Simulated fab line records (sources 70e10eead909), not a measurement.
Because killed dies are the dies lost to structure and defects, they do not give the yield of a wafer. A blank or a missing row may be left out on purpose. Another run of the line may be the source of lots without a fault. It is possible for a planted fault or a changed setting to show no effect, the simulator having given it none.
fab line records	flow nand-harc
[record] lots = 12	wafers = 36	last-day = 33
route steps=1302 shown A_BLC@1126 A_M0@1142 END@1302
lots that met no fault: taken from a fault-free run of the same line
start-h: hours from the record's first day to the start of the lot's first wafer shown	wait-h: hours since the lot's step before	" identical to the entry in the row above	L1.1+2: one row covering several wafers at once	- no value, or no start was given	* or withheld: withheld	< > ~ a bound
route shown NAME@n: a module of which the file shows steps, and the number in the route of the first	usual: the fault-free wafers' mean and standard deviation	same: alike in all rows	chamber/n: place in a boat	sites: per-site readings	_std_site: standard deviation of those values	_edge_site: mean of outer sites minus mean of inner sites	radius-mm: how far each site lies from the wafer's centre	mask NAME#n: copy n	behind: the most recent tool/chamber to have shaped the wafer	hold: why the lot was held/for how many hours/how that ended	device: the transistor (n, p or np) that didn't switch	end of line: tests of these same wafers at the route's end	where a step has no rows: the recipe by itself	killed: not the wafer's yield, but the dies lost to structure and defects at the first sort	map: a wafer's dies, marking killed ones x, the rest . and places with no die _
set.NAME: the setting that was run; set.NAME@STEP: the one run at that earlier step	model.NAME: the simulator's own value behind a step, which no gauge read
a sample of lots followed through the steps of the route, with each step as a table and each wafer as a row
services: when a tool's chamber went out of use (start-h, in hours from the record's first day, below 0 if earlier), for how many hours, and the reason
[[steps]]
[step NHARC_A_BLC_STRIP_21]
[recipe] o2-flow-sccm = 500	ar-flow-sccm = 0	bias-w = 0	chemistry = O2
[usual] drypump-motor-current-A = 5.9/0.36	oes-product-au = 0.997/0.014	rf-vpp-V = 57.9/0.91	showerhead-plenum-p-Torr = 3.57/0.12	throttle-valve-pct = 17.037/0.0083
lot.wafer	tool	chamber	start-h	wait-h	drypump-motor-current-A	oes-product-au	rf-hours-counter-h	rf-vpp-V	showerhead-plenum-p-Torr	throttle-valve-pct
L741.2	rie-diel-10	3	530.29	0.1	5.8	1.012	5	59.6	3.70	17.057
L741.1	"	0	"	"	6.2	1.009	5	58.0	3.41	17.036
L741.5	"	2	"	"	5.9	1.002	-	57.9	3.48	17.032
L742.2	rie-diel-04	2	550.99	0.1	5.9	0.980	2	58.1	3.78	17.047
L742.3	"	3	"	"	6.3	1.013	2	58.3	3.81	17.039
L742.1	"	1	"	"	5.7	0.989	2	56.3	3.30	17.030
L744.2	rie-diel-03	0	567.87	0.1	5.7	0.998	8	57.6	3.62	17.040
L744.6	"	0	"	"	5.7	0.993	-	59.1	3.62	17.034
L744.5	"	1	"	"	5.9	0.995	-	57.4	3.43	17.037
L743.2	rie-diel-10	1	575.88	0.1	5.4	1.003	10	57.4	3.74	17.047
L743.1	"	3	"	"	5.8	1.005	10	57.7	3.69	17.033
L743.5	"	2	"	"	5.9	1.000	-	58.1	3.48	17.038
L747.2	rie-diel-03	2	582.17	0.1	6.6	0.989	10	56.6	3.53	17.041
L747.3	"	3	"	"	5.4	1.006	10	58.0	3.63	17.020
L747.6	"	1	"	"	5.9	0.978	-	57.2	3.43	17.032
L754.1	rie-diel-04	0	658.01	0.1	5.7	1.015	36	58.3	3.41	17.034
L754.3	"	1	"	"	5.7	0.994	37	55.1	3.28	17.049
L754.4	"	2	"	"	5.9	0.993	33	57.0	3.76	17.043
L755.4	rie-diel-10	3	665.22	0.1	5.8	1.023	3	56.5	3.69	17.045
L755.3	"	0	"	"	6.2	0.987	4	55.6	3.40	17.035
L755.1	"	1	"	"	5.4	0.994	5	56.9	3.73	17.038
L757.3	rie-diel-10	3	670.75	0.1	5.8	1.009	4	58.1	3.69	17.054
L757.6	"	2	"	"	5.9	1.021	-	57.0	3.48	17.029
L757.5	"	3	"	"	5.8	1.017	-	59.3	3.69	17.044
L756.1	rie-diel-03	2	672.40	0.1	6.6	0.993	3	58.2	3.52	17.025
L756.4	"	0	"	"	5.7	0.991	4	56.9	3.62	17.045
L756.3	"	1	"	"	6.0	0.990	3	57.5	3.43	17.039
L758.1	rie-diel-03	2	715.25	0.1	6.6	0.983	7	57.4	3.52	17.052
L758.2	"	1	"	"	6.0	0.991	6	58.2	3.43	17.036
L758.5	"	3	"	"	5.5	0.987	-	57.8	3.63	17.048
L760.2	rie-diel-10	0	722.99	0.1	6.2	1.004	8	58.9	3.40	17.033
L760.1	"	2	"	"	5.9	1.022	10	57.1	3.47	17.026
L760.5	"	3	"	"	5.8	1.020	-	57.8	3.69	17.048
L761.1	rie-diel-10	3	736.20	0.1	5.8	1.026	10	57.6	3.69	17.041
L761.4	"	0	"	"	6.2	0.990	9	59.1	3.40	17.036
L761.5	"	0	"	"	6.2	0.998	-	58.0	3.40	17.047
[step NHARC_A_BLC_PVD_32]
[recipe] target-thk-a = 50	chamber-pressure-pa = 5	power-w = 5000	substrate-temp-c = 200	time-s = 17.7	material = Ti
[usual] cathode-dc-power-W = 4999.9/0.86	throttle-valve-pct = 29.3/0.78
lot.wafer	tool	chamber	start-h	wait-h	cathode-dc-power-W	throttle-valve-pct
L741.2	pvd-sputter-01	-	-	-	5000.9	28.6
L741.1	"	-	"	"	5000.2	29.2
L741.5	"	-	"	"	4999.3	29.5
L742.1	pvd-sputter-01	-	-	-	5000.2	29.7
L742.2	"	-	"	"	5000.9	28.7
L742.3	"	-	"	"	4999.9	27.6
L744.2	pvd-sputter-03	-	-	-	5001.0	29.3
L744.6	"	-	"	"	5001.0	29.7
L744.5	"	-	"	"	4997.4	29.0
L743.2	pvd-sputter-02	-	-	-	4999.7	30.7
L743.1	"	-	"	"	5000.5	28.7
L743.5	"	-	"	"	5000.6	30.2
L747.2	pvd-sputter-03	-	-	-	5000.2	29.8
L747.3	"	-	"	"	4999.4	29.0
L747.6	"	-	"	"	4998.8	28.8
L754.3	pvd-sputter-03	-	-	-	4998.9	28.9
L754.1	"	-	"	"	5000.3	29.9
L754.4	"	-	"	"	5001.3	29.9
L755.3	pvd-sputter-03	-	-	-	4999.2	29.4
L755.4	"	-	"	"	5000.7	29.7
L755.1	"	-	"	"	4999.6	29.0
L757.3	pvd-sputter-03	-	-	-	4998.6	29.8
L757.5	"	-	"	"	5001.1	28.8
L757.6	"	-	"	"	5000.0	29.8
L756.1	pvd-sputter-02	-	-	-	4999.5	31.1
L756.4	"	-	"	"	4999.0	29.1
L756.3	"	-	"	"	4999.9	32.5
L758.2	pvd-sputter-01	-	-	-	4999.3	29.0
L758.1	"	-	"	"	4999.5	27.9
L758.5	"	-	"	"	5000.4	29.0
L760.2	pvd-sputter-01	-	-	-	5001.0	28.9
L760.1	"	-	"	"	5000.2	28.8
L760.5	"	-	"	"	4999.9	29.5
L761.4	pvd-sputter-01	-	-	-	4999.8	29.0
L761.1	"	-	"	"	4999.8	29.2
L761.5	"	-	"	"	5000.8	28.0
[step NHARC_A_M0_SOFTBAKE_04]
[recipe] temp-c = 105	time-s = 55
[usual] heater-power-total-W = 188.47/0.14	resist-line-temp-C = 23.00/0.097
lot.wafer	tool	chamber	start-h	wait-h	heater-power-total-W	resist-line-temp-C
L741.1	litho-track-01	0	532	-	188.60	23.07
L741.2	"	0	"	"	188.50	23.12
L741.5	"	0	"	"	188.29	22.96
L742.1	litho-track-01	0	553	-	188.67	23.12
L742.2	"	0	"	"	188.43	23.12
L742.3	"	0	"	"	188.42	23.16
L744.2	litho-track-01	0	570	-	188.76	22.99
L744.5	"	0	"	"	188.40	23.05
L744.6	"	0	"	"	188.27	23.00
L743.1	litho-track-01	0	578	-	323.48	23.04
L743.2	"	0	"	"	188.30	23.17
L743.5	"	0	"	"	188.43	23.01
L747.2	litho-track-01	0	585	-	188.66	22.80
L747.3	"	0	"	"	323.08	22.85
L747.6	"	0	"	"	188.36	22.89
L754.1	litho-track-01	0	660	-	188.41	23.00
L754.3	"	0	"	"	188.35	23.01
L754.4	"	0	"	"	188.43	23.08
L755.1	litho-track-04	0	667	-	188.64	23.08
L755.3	"	0	"	"	188.37	23.10
L755.4	"	0	"	"	188.59	22.94
L757.3	litho-track-04	0	673	-	188.57	23.09
L757.5	"	0	"	"	188.44	23.02
L757.6	"	0	"	"	188.41	23.09
L756.1	litho-track-06	0	674	-	188.46	23.04
L756.3	"	0	"	"	188.59	22.97
L756.4	"	0	"	"	188.53	23.04
L758.1	litho-track-06	0	717	-	188.43	22.94
L758.2	"	0	"	"	188.40	22.94
L758.5	"	0	"	"	188.75	22.95
L760.1	litho-track-04	0	725	-	188.40	23.13
L760.2	"	0	"	"	188.49	23.08
L760.5	"	0	"	"	188.43	22.85
L761.1	litho-track-04	0	738	-	188.69	22.76
L761.4	"	0	"	"	188.38	23.14
L761.5	"	0	"	"	188.27	23.08
[step NHARC_A_M0_OVL_MEAS_10]
[recipe] pitch-nm = 160
[usual] overlay-x-nm = 0.3/0.74	overlay-y-nm = -0.3/1
lot.wafer	tool	chamber	start-h	wait-h	overlay-x-nm	overlay-y-nm
L741.1	overlay-01	-	533.08	-	0.1	-0.2
L741.2	"	-	"	"	-0.1	0.8
L741.5	"	-	"	"	0.0	0.4
L742.1	overlay-01	-	553.72	-	1.4	1.6
L742.2	"	-	"	"	1.4	2.3
L742.3	"	-	"	"	2.0	2.1
L744.2	overlay-02	-	570.66	-	-0.7	-0.3
L744.5	"	-	"	"	-1.3	-0.8
L744.6	"	-	"	"	-0.9	-0.5
L743.1	overlay-02	-	579.12	-	0.6	-1.4
L743.2	"	-	"	"	1.0	-1.9
L743.5	"	-	"	"	0.5	-0.7
L747.2	overlay-02	-	585.41	-	0.6	-1.2
L747.3	"	-	"	"	0.3	-1.2
L747.6	"	-	"	"	0.7	-1.2
L754.1	overlay-01	-	660.85	-	-1.1	-0.6
L754.3	"	-	"	"	-1.3	-1.7
L754.4	"	-	"	"	-1.0	-0.6
L755.1	overlay-02	-	668.01	-	0.3	-0.4
L755.3	"	-	"	"	0.3	-0.9
L755.4	"	-	"	"	0.4	-0.3
L757.3	overlay-02	-	673.57	-	0.5	1.9
L757.5	"	-	"	"	0.5	2.2
L757.6	"	-	"	"	0.8	2.7
L756.1	overlay-02	-	675.18	-	1.8	-0.6
L756.3	"	-	"	"	1.2	-0.2
L756.4	"	-	"	"	1.0	-0.8
L758.1	overlay-01	-	718.47	-	1.4	-0.6
L758.2	"	-	"	"	1.4	-0.5
L758.5	"	-	"	"	0.7	-0.7
L760.1	overlay-02	-	725.78	-	0.9	-1.5
L760.2	"	-	"	"	0.4	-1.6
L760.5	"	-	"	"	0.5	-1.7
L761.1	overlay-02	-	739.18	-	-0.5	-0.6
L761.4	"	-	"	"	-0.6	-0.5
L761.5	"	-	"	"	-0.7	-1.0
[step NHARC_END_SORT_01]
[recipe] temp-c = 25
[usual] defect-limited-yield = 92.3/2.7	killed-at-array = 47/18	killed-at-other = 0.9/1.1	killed-at-periphery = 4/3.1	killed-dies = 52/18	killed-open = 3.1/1.5	killed-short = 2.4/1.5	sort_bin_2_pct = 2.7/1.2	sort_bin_3_pct = 0.6/0.38	sort_bin_4_pct = 4.5/1.5	sort-n-pass = 625/18	sort-rim-yield-pct = 89/4.5	sort-yield-pct = 92.3/2.7
[same] gross-dies = 677	sort_bin_5_pct[%] = 0	sort_bin_6_pct[%] = 0	sort_bin_7_pct[%] = 0	sort_bin_8_pct[%] = 0	sort-rim-n-gross = 106.00
lot.wafer	tool	chamber	start-h	wait-h	defect-limited-yield[%]	killed-at-array	killed-at-other	killed-at-periphery	killed-dies	killed-open	killed-short	sort_bin_2_pct[%]	sort_bin_3_pct[%]	sort_bin_4_pct[%]	sort-n-pass	sort-rim-yield-pct[%]	sort-yield-pct[%]
L743.1	prober-01	0	619.24	2.5	87.6	76	2	6	84	4	0	5.2	1.3	5.9	593	89	87.6
L743.2	prober-01	0	620.04	2.8	93.5	43	1	0	44	2	1	3.0	1.2	2.4	633	87	93.5
L743.5	prober-01	0	622.43	3.7	87.6	81	0	3	84	3	6	4.0	1.6	6.8	593	84	87.6
L747.2	prober-01	0	627.83	2.8	93.6	42	1	0	43	3	1	1.8	0.6	4.0	634	99	93.6
L747.3	prober-01	0	628.63	3.1	92.5	43	0	8	51	2	4	3.5	0.6	3.4	626	92	92.5
L747.6	prober-01	0	631.01	4.0	93.9	37	0	4	41	0	3	1.9	0.7	3.4	636	97	93.9
L754.1	prober-01	0	703.83	2.5	87.1	81	0	6	87	4	7	6.1	0.9	5.9	590	86	87.1
L754.3	prober-01	0	705.41	3.1	88.0	72	0	9	81	5	3	4.3	0.4	7.2	596	77	88.0
L754.4	prober-01	0	706.20	3.4	84.6	100	0	4	104	2	2	6.9	1.0	7.4	573	89	84.6
L755.1	prober-02	0	711.59	2.5	89.7	53	0	17	70	7	6	2.5	0.4	7.4	607	90	89.7
L755.3	prober-02	0	713.19	3.1	92.5	40	1	10	51	1	2	2.5	0.9	4.1	626	86	92.5
L755.4	prober-02	0	713.99	3.4	88.6	69	0	8	77	4	2	3.4	1.0	6.9	600	87	88.6
L756.1	prober-01	0	714.05	2.5	92.9	47	0	1	48	4	3	1.9	0.3	4.9	629	85	92.9
L756.3	prober-01	0	715.68	3.1	95.0	30	2	2	34	1	2	1.8	0.6	2.7	643	92	95.0
L756.4	prober-01	0	716.49	3.4	92.6	48	1	1	50	3	2	2.7	0.7	4.0	627	92	92.6
// killed by level:class
L743.1 A_CHANNEL_HOLE_D2:chamber-film-flake=24 A_CHANNEL_HOLE_D1:chamber-film-flake=24 A_SLIT:chamber-film-flake=24 P_GATE:chamber-film-flake=4 THIN_TSV:chamber-film-flake=2 P_GATE:geometric-particle:open=1 P_M1:geometric-particle:open=1 A_SOURCE_PLATE:geometric-particle:open=1
L743.2 A_SLIT:chamber-film-flake=18 A_CHANNEL_HOLE_D2:chamber-film-flake=10 A_CHANNEL_HOLE_D1:chamber-film-flake=6 A_CONTACT:chamber-film-flake=5 A_SOURCE_PLATE:geometric-particle:open=1 A_ONON_D2:geometric-particle:short=1 A_SGD_CUT:geometric-particle:open=1 A_ZERO_WELL:chamber-film-flake=1
L743.5 A_CHANNEL_HOLE_D2:chamber-film-flake=36 A_SLIT:chamber-film-flake=22 A_CHANNEL_HOLE_D1:chamber-film-flake=10 A_CONTACT:chamber-film-flake=4 A_DECK1_JOINT:geometric-particle:short=2 A_M1:geometric-particle:open=2 P_GATE:chamber-film-flake=2 P_GATE:geometric-particle:short=1
L747.2 A_CHANNEL_HOLE_D2:chamber-film-flake=31 A_SLIT:chamber-film-flake=4 A_ONON_D2:geometric-particle:open=1 A_CHANNEL_FILL_D2:geometric-particle:short=1 A_BLC:geometric-particle:open=1 A_M0:geometric-particle:open=1 A_ZERO_WELL:chamber-film-flake=1 A_CHANNEL_HOLE_D1:chamber-film-flake=1
L747.3 A_CHANNEL_HOLE_D2:chamber-film-flake=31 P_GATE:chamber-film-flake=7 A_CHANNEL_HOLE_D1:chamber-film-flake=3 A_SLIT:chamber-film-flake=3 A_WL_FILL:geometric-particle:short=2 P_CONTACT:geometric-particle:open=1 A_SOURCE_PLATE:geometric-particle:short=1 A_ONON_D2:geometric-particle:open=1
L747.6 A_CHANNEL_HOLE_D2:chamber-film-flake=27 A_CHANNEL_HOLE_D1:chamber-film-flake=3 A_CHANNEL_FILL_D2:geometric-particle:short=2 P_ZERO_WELL:chamber-film-flake=2 P_GATE:chamber-film-flake=2 A_CHANNEL_HOLE_D1:geometric-particle:short=1 A_CHANNEL_FILL_D1:chamber-film-flake=1 A_CHANNEL_FILL_D2:chamber-film-flake=1
L754.1 A_CHANNEL_HOLE_D1:chamber-film-flake=32 A_SLIT:chamber-film-flake=20 A_CHANNEL_HOLE_D2:chamber-film-flake=11 A_STAIRCASE:chamber-film-flake=6 P_GATE:chamber-film-flake=3 A_WL_FILL:geometric-particle:short=2 A_BONDPAD:chamber-film-flake=2 P_CONTACT:geometric-particle:short=1
L754.3 A_SLIT:chamber-film-flake=26 A_CHANNEL_HOLE_D1:chamber-film-flake=16 A_CHANNEL_HOLE_D2:chamber-film-flake=15 A_BONDPAD:chamber-film-flake=5 A_STAIRCASE:chamber-film-flake=3 P_STI:chamber-film-flake=2 P_CONTACT:geometric-particle:short=1 P_M0:geometric-particle:short=1
L754.4 A_CHANNEL_HOLE_D1:chamber-film-flake=41 A_SLIT:chamber-film-flake=24 A_CHANNEL_HOLE_D2:chamber-film-flake=14 A_CONTACT:chamber-film-flake=5 A_STAIRCASE:chamber-film-flake=4 A_ZERO_WELL:chamber-film-flake=3 A_CHANNEL_FILL_D2:chamber-film-flake=3 A_ONON_D1:geometric-particle:short=2
L755.1 A_CHANNEL_HOLE_D2:chamber-film-flake=16 A_CHANNEL_HOLE_D1:chamber-film-flake=10 P_CONTACT:chamber-film-flake=8 A_CONTACT:chamber-film-flake=6 A_SLIT:chamber-film-flake=6 P_M2:chamber-film-flake=4 A_STAIRCASE:chamber-film-flake=4 A_M0:geometric-particle:open=3
L755.3 A_CHANNEL_HOLE_D2:chamber-film-flake=14 A_CHANNEL_HOLE_D1:chamber-film-flake=12 A_CONTACT:chamber-film-flake=9 P_GATE:chamber-film-flake=4 P_M2:chamber-film-flake=3 P_CONTACT:chamber-film-flake=2 A_DECK1_JOINT:geometric-particle:short=1 A_CHANNEL_FILL_D2:geometric-particle:open=1
L755.4 A_CHANNEL_HOLE_D1:chamber-film-flake=33 A_CHANNEL_HOLE_D2:chamber-film-flake=19 A_CONTACT:chamber-film-flake=10 P_CONTACT:chamber-film-flake=3 P_M0:geometric-particle:short=2 P_ZERO_WELL:chamber-film-flake=2 A_ONON_D1:geometric-particle:open=1 A_DECK1_JOINT:geometric-particle:open=1
L756.1 A_CHANNEL_HOLE_D2:chamber-film-flake=21 A_CHANNEL_HOLE_D1:chamber-film-flake=9 A_SLIT:chamber-film-flake=5 A_STAIRCASE:chamber-film-flake=3 A_CHANNEL_FILL_D2:chamber-film-flake=2 P_GATE:geometric-particle:open=1 A_ONON_D1:geometric-particle:open=1 A_ONON_D1:geometric-particle:short=1
L756.3 A_CHANNEL_HOLE_D2:chamber-film-flake=14 A_STAIRCASE:chamber-film-flake=5 A_CHANNEL_HOLE_D1:chamber-film-flake=4 A_CHANNEL_FILL_D2:chamber-film-flake=2 THIN_TSV:chamber-film-flake=2 A_CONTACT:chamber-film-flake=2 P_CONTACT:geometric-particle:short=1 A_CHANNEL_FILL_D2:geometric-particle:short=1
L756.4 A_CHANNEL_HOLE_D2:chamber-film-flake=19 A_SLIT:chamber-film-flake=7 A_CHANNEL_HOLE_D1:chamber-film-flake=6 A_STAIRCASE:chamber-film-flake=6 A_CHANNEL_FILL_D2:chamber-film-flake=3 A_CONTACT:chamber-film-flake=3 P_CONTACT:geometric-particle:open=1 A_DECK1_JOINT:geometric-particle:short=1
[[services]]
tool	chamber	start-h	hours	kind
pvd-sputter-02	-	507.69	1.9	repair
rie-diel-03	2	514.48	2.3	repair
rie-diel-03	3	520.04	8.9	repair
pvd-sputter-03	-	526.08	10.0	pm
litho-track-06	-	529.00	7.0	pm
rie-diel-04	-	533.69	9.0	pm
rie-diel-10	2	546.09	24.0	repair
litho-track-04	-	553.00	7.0	pm
pvd-sputter-01	-	582.00	10.0	pm
rie-diel-10	-	596.50	9.0	pm
rie-diel-04	2	602.32	5.3	repair
pvd-sputter-02	-	603.37	4.7	repair
rie-diel-10	3	632.25	6.7	repair
rie-diel-10	0	635.37	3.6	repair
rie-diel-03	-	635.42	9.0	pm
pvd-sputter-02	-	638.00	10.0	pm
pvd-sputter-02	-	648.99	3.2	repair
rie-diel-04	2	662.42	1.4	repair
litho-track-01	-	680.00	7.0	pm
litho-track-06	-	704.00	7.0	pm
pvd-sputter-03	-	704.08	10.0	pm
rie-diel-10	0	704.27	7.6	repair
rie-diel-03	1	721.28	10.5	repair
litho-track-04	-	728.00	7.0	pm
[[key]]
[first-sign] step = NHARC_A_M0_SOFTBAKE_04	reading = heater-power-total-W	direction = up	sigmas = 99+	usual = *	struck = *
effect none on later readings
met-at NHARC_A_M0_SOFTBAKE_04
struck-lots L743,L747
struck-wafers L743.1,L747.3
not-acting-at NHARC_A_BLC_STRIP_21,NHARC_A_BLC_PVD_32,NHARC_A_M0_OVL_MEAS_10
onset-between 570 578
[fault] kind = process-parameter-drift	tool = litho-track-01	chamber = -	onset-h = 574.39	steps = NHARC_A_M0_SOFTBAKE_04	channel = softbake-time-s	offset = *	shape = step	end-h = 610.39	scope = struck-wafers-only	acts-in = *	stated = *
